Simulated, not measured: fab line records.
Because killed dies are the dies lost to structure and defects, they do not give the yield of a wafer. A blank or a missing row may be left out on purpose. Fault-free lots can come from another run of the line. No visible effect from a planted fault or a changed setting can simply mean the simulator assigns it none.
Matching of chambers ; flow n5-finfet ; N5_GATE_CUT_DESCUM_18 on rie-diel-03 has 4 sister chambers
The step chemistry O2, time 7 s. 4 wafers are shown with their chamber, then 7 later ones without.

== EACH WAFER AND ITS CHAMBER ==
wafer;chamber;throttle-valve-pct (%)
L078.4;3;20.0
L082.5;1;21.1
L085.1;2;20.2
L085.2;0;20.2

== WAFERS WHOSE CHAMBER IS MISSING ==
wafer;throttle-valve-pct (%)
L085.3;21.1
L088.3;20.3
L088.5;20.2
L088.6;20.0
L094.2;20.2
L094.3;20.0
L094.4;20.3

== WHICH CHAMBER EACH ONE RAN IN ==
wafer;from the rows above;in truth
L085.3;1;1
L088.3;can't be placed: 0 or 2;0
L088.5;can't be placed: 0 or 2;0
L088.6;3;3
L094.2;can't be placed: 0 or 2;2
L094.3;3;3
L094.4;can't be placed: 0 or 2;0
Correct placement for 3 of the 7. Not placeable from these rows: 4 (in 4, the candidates include the true chamber). 0 placed wrongly.
How it was worked out, from the rows above alone: a wafer's distance from a chamber is the root of the sum, over the readings, of the square of ((its reading less the chamber's mean) divided by the reading's scatter). If the next closest chamber is less than 2 further off than the closest, the wafer can't be placed; otherwise it belongs to the closest. Each chamber's mean is taken over the wafers shown for it. The scatter: root of mean squared gap, hidden wafer to nearest shown wafer, with one shown wafer a chamber.
